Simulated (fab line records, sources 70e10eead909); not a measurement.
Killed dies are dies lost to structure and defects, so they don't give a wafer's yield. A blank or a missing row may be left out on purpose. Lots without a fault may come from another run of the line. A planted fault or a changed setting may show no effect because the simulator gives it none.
fab line records | flow nand_harc
record lots=11 wafers=33 last_day=24
route steps=1159 shown A_STAIRCASE@646
lots that met no fault: from a run of the same line without faults
start_h: hours from the record's first day to the start of the lot's first wafer shown | wait_h: hours since the lot's step before | " the same as in the row above | L1.1+2: a row that stands for several wafers | - no value, or no start given | * or withheld: withheld | < > ~ a bound
route shown NAME@n: a module of which the file shows steps, and the number in the route of the first | usual: mean/standard deviation of fault-free wafers | same: alike in all rows | chamber/n: place in a boat | sites: the reading at each site | _std_site: their standard deviation | _edge_site: outer sites' mean less inner sites' | radius_mm: how far each site lies from the wafer's centre | mask NAME#n: copy n | behind: the tool/chamber that last shaped the wafer | hold: why the lot was held/for how many hours/how that ended | device: the transistor (n, p or np) that didn't switch | end of line: the same wafers' tests at the end of the route | a step without rows: its recipe alone | killed: dies lost to structure and defects at the first sort, not the wafer's yield | map: a wafer's dies, x killed, . not, _ none there
set.NAME: the setting as run; set.NAME@STEP: as run at that earlier step | model.NAME: the simulator's own value behind a step, which no gauge read
steps of the route over a sample of lots; a table a step, a row a wafer
services: from which hour (start_h, from the record's first day; less than 0 if before it) a tool's chamber was out of use, for how many hours, and why
## steps
# step NHARC_A_STAIRCASE_DESCUM_252
# recipe time_s=3 o2_flow_sccm=200 ar_flow_sccm=0 bias_power_w=0 chemistry=O2
# usual drypump_motor_current_A=5.6/0.6 o2_flow_sccm=200.0/0.57 oes_product_au=0.997/0.011 rf_vpp_V=57.9/0.85 showerhead_plenum_p_Torr=1.94/0.093 throttle_valve_pct=11.311/0.0087
# columns lot.wafer tool chamber start_h wait_h drypump_motor_current_A o2_flow_sccm oes_product_au rf_hours_counter_h rf_vpp_V showerhead_plenum_p_Torr throttle_valve_pct
L231.4 rie_diel-07 1 259.51 - 4.9 200.1 0.994 6 56.9 1.96 11.317
L231.6 " 0 " " 5.1 199.7 0.998 - 57.7 2.07 11.311
L231.5 " 1 " " 4.9 199.7 0.985 - 57.9 1.96 11.306
L233.1 rie_diel-13 2 265.94 - 5.8 200.3 1.007 59 58.9 2.06 11.308
L233.5 " 0 " " 6.3 199.5 0.994 - 56.6 1.76 11.314
L233.6 " 1 " " 6.0 200.1 1.010 - 58.2 1.80 11.319
L232.1 rie_diel-13 1 267.05 - 5.9 200.7 1.013 61 56.7 1.80 11.309
L232.4 " 2 " " 5.8 199.5 1.016 60 58.5 2.06 11.314
L232.6 " 1 " " 6.0 200.0 1.014 - 57.4 1.80 11.306
L230.3 rie_diel-13 3 268.13 - 5.2 200.2 0.986 57 58.3 1.89 11.314
L230.1 " 1 " " 5.9 199.5 1.012 61 58.4 1.80 11.318
L230.6 " 3 " " 5.2 200.4 0.982 - 58.6 1.89 11.297
L239.4 rie_diel-07 1 302.74 - 4.9 199.8 0.984 22 59.4 1.95 11.304
L239.2 " 3 " " 5.1 201.0 0.998 20 57.8 1.93 11.315
L239.6 " 0 " " 5.1 198.2 0.990 - 58.5 2.07 11.319
L236.2 rie_diel-13 0 303.42 - 6.3 201.3 0.994 8 58.1 2.07 11.314
L236.3 " 1 " " 5.9 199.0 1.006 8 56.8 1.80 11.312
L236.6 " 1 " " 5.9 199.8 1.010 - 57.8 1.80 11.306
L235.3 rie_diel-05 3 305.87 - 6.3 199.9 1.004 46 57.6 1.87 11.302
L235.1 " 1 " " 5.2 200.2 0.990 53 59.1 2.06 11.302
L235.5 " 3 " " 6.3 199.6 0.992 - 58.3 1.87 11.294
L242.1 rie_diel-07 1 327.12 - 4.9 200.4 0.991 33 56.2 1.95 11.322
L242.4 " 2 " " 6.6 198.7 1.023 33 59.4 1.88 11.306
L242.6 " 3 " " 5.1 199.9 1.006 - 58.2 1.93 11.306
L247.3 rie_diel-07 1 356.59 - 4.9 200.1 0.983 47 57.5 1.94 11.319
L247.4 " 3 " " 5.1 199.6 0.993 44 57.3 1.92 11.323
L247.6 " 0 " " 5.1 199.7 0.998 - 58.3 2.06 11.312
L250.3 rie_diel-05 1 368.70 - 5.2 200.4 0.989 5 58.0 2.05 11.302
L250.1 " 2 " " 6.3 200.3 1.014 6 59.0 1.95 11.315
L250.6 " 1 " " 5.2 200.3 0.989 - 57.5 2.05 11.306
L251.1 rie_diel-07 3 388.63 - 5.1 200.0 0.991 53 57.2 1.92 11.319
L251.2 " 2 " " 6.6 199.2 0.992 52 57.4 1.88 11.300
L251.6 " 3 " " 5.1 200.1 0.981 - 57.8 1.92 11.320
# step NHARC_A_STAIRCASE_STRIP_295
# recipe o2_flow_sccm=500 ar_flow_sccm=0 bias_w=0 chemistry=O2
# usual drypump_motor_current_A=5.7/0.59 o2_flow_sccm=500.1/1.4 oes_product_au=0.996/0.011 rf_vpp_V=57.8/0.89 showerhead_plenum_p_Torr=3.59/0.15 throttle_valve_pct=17.037/0.0086
# columns lot.wafer tool chamber start_h wait_h drypump_motor_current_A o2_flow_sccm oes_product_au rf_hours_counter_h rf_vpp_V showerhead_plenum_p_Torr throttle_valve_pct
L231.4 rie_diel-05 1 - - 5.3 499.6 0.981 37 58.6 3.79 17.027
L231.5 " 2 " " 6.3 499.8 1.002 - 58.7 3.61 17.034
L231.6 " 3 " " 6.3 498.4 0.994 - 56.4 3.46 17.044
L233.1 rie_diel-07 3 - - 5.1 500.6 1.005 10 57.4 3.56 17.029
L233.5 " 2 " " 6.6 502.6 1.015 - 57.9 3.49 17.041
L233.6 " 3 " " 5.1 500.0 0.993 - 58.0 3.56 17.032
L232.1 rie_diel-13 2 - - 5.9 500.7 1.011 62 57.1 3.77 17.034
L232.6 " 1 " " 6.0 498.9 1.005 - 57.5 3.33 17.028
L232.4 " 2 " " 5.9 497.8 1.007 - 57.2 3.77 17.057
L230.3 rie_diel-05 3 - - 6.3 501.2 0.999 33 56.6 3.46 17.042
L230.1 " 0 " " 6.3 498.6 0.997 35 57.3 3.48 17.029
L230.6 " 1 " " 5.3 500.1 0.993 - 59.1 3.78 17.050
L239.4 rie_diel-13 1 - - 5.9 499.9 0.992 10 56.8 3.33 17.032
L239.2 " 3 " " 5.2 497.7 0.986 10 57.2 3.48 17.037
L239.6 " 0 " " 6.3 500.0 1.001 - 59.0 3.80 17.044
L236.3 rie_diel-05 2 - - 6.3 500.0 1.007 57 58.5 3.60 17.032
L236.2 " 3 " " 6.3 500.1 0.984 49 58.8 3.45 17.050
L236.6 " 0 " " 6.3 501.0 0.991 - 57.4 3.47 17.052
L235.1 rie_diel-07 1 - - 4.9 498.9 0.986 26 58.1 3.59 17.031
L235.3 " 2 " " 6.6 500.1 1.016 25 56.8 3.48 17.055
L235.5 " 1 " " 4.9 498.4 0.991 - 56.1 3.59 17.038
L242.4 rie_diel-07 1 - - 4.9 502.6 0.991 36 57.3 3.58 17.052
L242.1 " 2 " " 6.6 499.2 1.013 36 57.5 3.47 17.038
L242.6 " 3 " " 5.2 500.8 0.988 - 58.2 3.55 17.026
L247.3 rie_diel-07 1 - - 4.9 497.7 0.980 51 57.9 3.58 17.029
L247.4 " 3 " " 5.1 502.3 0.992 - 57.4 3.54 17.029
L247.6 " 0 " " 5.1 502.4 0.985 - 58.0 3.78 17.033
L250.3 rie_diel-13 2 - - 5.8 498.0 0.989 34 58.9 3.75 17.045
L250.1 " 0 " " 6.3 498.4 0.988 34 58.2 3.79 17.052
L250.6 " 2 " " 5.9 499.3 0.991 - 57.7 3.75 17.035
L251.1 rie_diel-05 2 - - 6.3 500.9 1.016 18 57.3 3.58 17.029
L251.2 " 0 " " 6.3 500.8 0.986 18 58.6 3.46 17.016
L251.6 " 2 " " 6.3 501.9 1.021 - 58.5 3.58 17.023
# step NHARC_A_STAIRCASE_HM_OPEN_463
# recipe o2_flow_sccm=400 cos_flow_sccm=20 ar_flow_sccm=0 rf_w=500 bias_w=300 chemistry=O2/COS
# usual drypump_motor_current_A=5.7/0.54 o2_flow_sccm=399.9/1.3 oes_product_au=0.996/0.01 rf_vpp_V=468/3.3 showerhead_plenum_p_Torr=3.18/0.15 throttle_valve_pct=28.330/0.01
# columns lot.wafer tool chamber start_h wait_h drypump_motor_current_A o2_flow_sccm oes_product_au rf_hours_counter_h rf_vpp_V showerhead_plenum_p_Torr throttle_valve_pct
L231.5 rie_diel-13 2 270.33 - 5.8 401.1 1.000 - 472 3.34 28.316
L231.4 " 3 " " 5.2 400.9 0.987 - 466 3.08 28.320
L231.6 " 1 " " 5.9 400.2 1.013 - 463 2.95 28.352
L233.1 rie_diel-05 0 278.15 - 6.3 400.3 0.992 37 465 3.08 28.333
L233.5 " 0 " " 6.3 400.5 0.995 - 464 3.08 28.332
L233.6 " 1 " " 5.2 402.1 0.982 - 471 3.35 28.338
L232.1 rie_diel-07 0 279.46 - 5.1 397.7 0.986 13 471 3.37 28.320
L232.4 " 1 " " 4.9 400.6 0.988 13 468 3.18 28.336
L232.6 " 3 " " 5.1 399.1 0.994 - 469 3.15 28.344
L230.3 rie_diel-07 3 280.22 - 5.1 398.8 1.005 13 467 3.15 28.336
L230.1 " 2 " " 6.6 400.6 1.017 13 467 3.08 28.312
L230.6 " 3 " " 5.1 398.4 0.995 - 467 3.15 28.316
L239.4 rie_diel-07 0 312.73 - 5.1 400.1 1.346 24 470 3.36 28.332
L239.2 " 3 " " 5.1 401.7 1.362 23 467 3.15 28.347
L239.6 " 1 " " 4.9 398.6 1.351 - 467 3.18 28.330
L236.3 rie_diel-13 1 315.36 - 5.9 397.6 1.004 12 464 2.94 28.332
L236.2 " 2 " " 5.9 401.1 0.992 11 472 3.33 28.332
L236.6 " 2 " " 5.9 399.7 1.004 - 474 3.33 28.335
L235.3 rie_diel-07 0 316.27 - 5.1 398.5 1.347 25 472 3.36 28.306
L235.1 " 3 " " 5.1 399.7 1.366 24 467 3.15 28.311
L235.5 " 1 " " 4.9 400.4 1.318 - 468 3.18 28.336
L242.4 rie_diel-13 1 341.23 - 6.0 401.1 1.002 21 463 2.94 28.331
L242.1 " 0 " " 6.3 400.1 0.997 21 472 3.36 28.328
L242.6 " 1 " " 6.0 401.4 1.004 - 463 2.94 28.336
L247.3 rie_diel-13 0 366.81 - 6.3 399.1 0.986 32 472 3.36 28.322
L247.4 " 1 " " 5.9 400.8 0.977 32 463 2.93 28.332
L247.6 " 3 " " 5.2 397.7 0.992 - 466 3.07 28.341
L250.1 rie_diel-13 3 381.02 - 5.2 398.7 0.995 36 465 3.06 28.336
L250.3 " 1 " " 5.9 402.3 1.004 36 464 2.93 28.332
L250.6 " 0 " " 6.3 399.9 0.985 - 472 3.35 28.341
L251.1 rie_diel-13 0 400.16 - 6.3 400.7 0.989 46 472 3.35 28.327
L251.2 " 1 " " 6.0 397.6 0.998 46 464 2.92 28.341
L251.6 " 2 " " 5.8 397.9 0.965 - 471 3.32 28.324
# step NHARC_A_STAIRCASE_ETCHBACK_416
# recipe target_depth_a=360 time_s=7.2 c4f8_flow_sccm=withheld o2_flow_sccm=8 ar_flow_sccm=withheld rf_w=600 bias_w=800 chemistry=C4F8/O2/Ar
# usual oes_product_au=0.932/0.026 rf_vpp_V=725/4.7
# columns lot.wafer tool chamber start_h wait_h oes_product_au rf_hours_counter_h rf_vpp_V
L231.4 rie_diel-07 2 - - 0.936 10 721
L231.5 " 1 " " 0.918 - 726
L231.6 " 2 " " 0.929 - 722
L233.1 rie_diel-05 0 - - 0.923 38 721
L233.6 " 3 " " 0.912 - 721
L233.5 " 0 " " 0.911 - 722
L232.1 rie_diel-07 3 - - 0.939 13 725
L232.4 " 1 " " 0.917 15 726
L232.6 " 2 " " 0.949 - 722
L230.1 rie_diel-07 3 - - 0.928 14 724
L230.3 " 2 " " 0.936 14 723
L230.6 " 0 " " 0.917 - 731
L239.4 rie_diel-07 3 - - 0.934 25 722
L239.2 " 1 " " 0.913 27 725
L239.6 " 3 " " 0.930 - 724
L236.2 rie_diel-13 1 - - 0.927 14 717
L236.3 " 0 " " 0.918 14 731
L236.6 " 1 " " 0.933 - 717
L235.3 rie_diel-13 0 - - 0.919 14 731
L235.1 " 1 " " 0.930 14 718
L235.5 " 3 " " 0.926 - 722
L242.1 rie_diel-13 1 - - 0.928 23 717
L242.4 " 2 " " 0.919 23 730
L242.6 " 1 " " 0.931 - 717
L247.3 rie_diel-05 3 - - 0.995 7 721
L247.4 " 0 " " 0.976 6 720
L247.6 " 1 " " 0.985 - 729
L250.3 rie_diel-13 1 - - 0.926 38 717
L250.1 " 0 " " 0.910 37 731
L250.6 " 2 " " 0.915 - 731
L251.2 rie_diel-05 3 - - 0.921 21 719
L251.1 " 0 " " 0.923 21 721
L251.6 " 2 " " 0.942 - 726
## services
# columns tool chamber start_h hours kind
rie_diel-07 0 238.31 - clean
rie_diel-07 0 238.31 - consumable_replace:showerhead
rie_diel-07 1 238.31 - clean
rie_diel-07 2 238.31 - clean
rie_diel-07 3 238.31 - clean
rie_diel-13 0 256.09 - clean
rie_diel-13 1 256.09 - clean
rie_diel-13 2 256.09 - clean
rie_diel-13 3 256.09 - clean
rie_diel-07 0 262.88 - clean
rie_diel-07 1 262.88 - clean
rie_diel-07 2 262.88 - clean
rie_diel-07 3 262.88 - clean
rie_diel-13 0 268.60 - consumable_replace:showerhead
rie_diel-13 0 268.60 9.0 scheduled_down
rie_diel-13 0 268.60 9.0 vent_cycle
rie_diel-13 - 276.08 9.0 pm
rie_diel-13 1 276.08 9.0 vent_cycle
rie_diel-05 - 321.33 2.1 repair
rie_diel-05 0 337.34 6.3 repair
rie_diel-05 - 340.62 9.0 pm
rie_diel-07 3 379.10 4.6 repair
rie_diel-05 3 379.32 4.2 repair
rie_diel-13 3 390.10 4.1 repair
## key
first_sign step=NHARC_A_STAIRCASE_HM_OPEN_463 reading=oes_product_au direction=up sigmas=35 usual=0.996 struck=1.348
effect none on later readings
met_at NHARC_A_STAIRCASE_HM_OPEN_463
struck_lots L235,L239
tester_left_out L235,L239
not_acting_at NHARC_A_STAIRCASE_DESCUM_252,NHARC_A_STAIRCASE_STRIP_295,NHARC_A_STAIRCASE_ETCHBACK_416
onset_between 280.22 312.73
fault kind=process_parameter_drift tool=rie_diel-07 chamber=- onset_h=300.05 steps=NHARC_A_STAIRCASE_HM_OPEN_463 channel=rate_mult offset=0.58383 shape=step end_h=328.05
# tester_left_out: of these lots the tester's yield and bins aren't shown, on N5 and GAA mostly nor the transistor test; their killed dies are dies lost to structure and defects alone, not to doping, threshold or leakage, so they don't give the yield
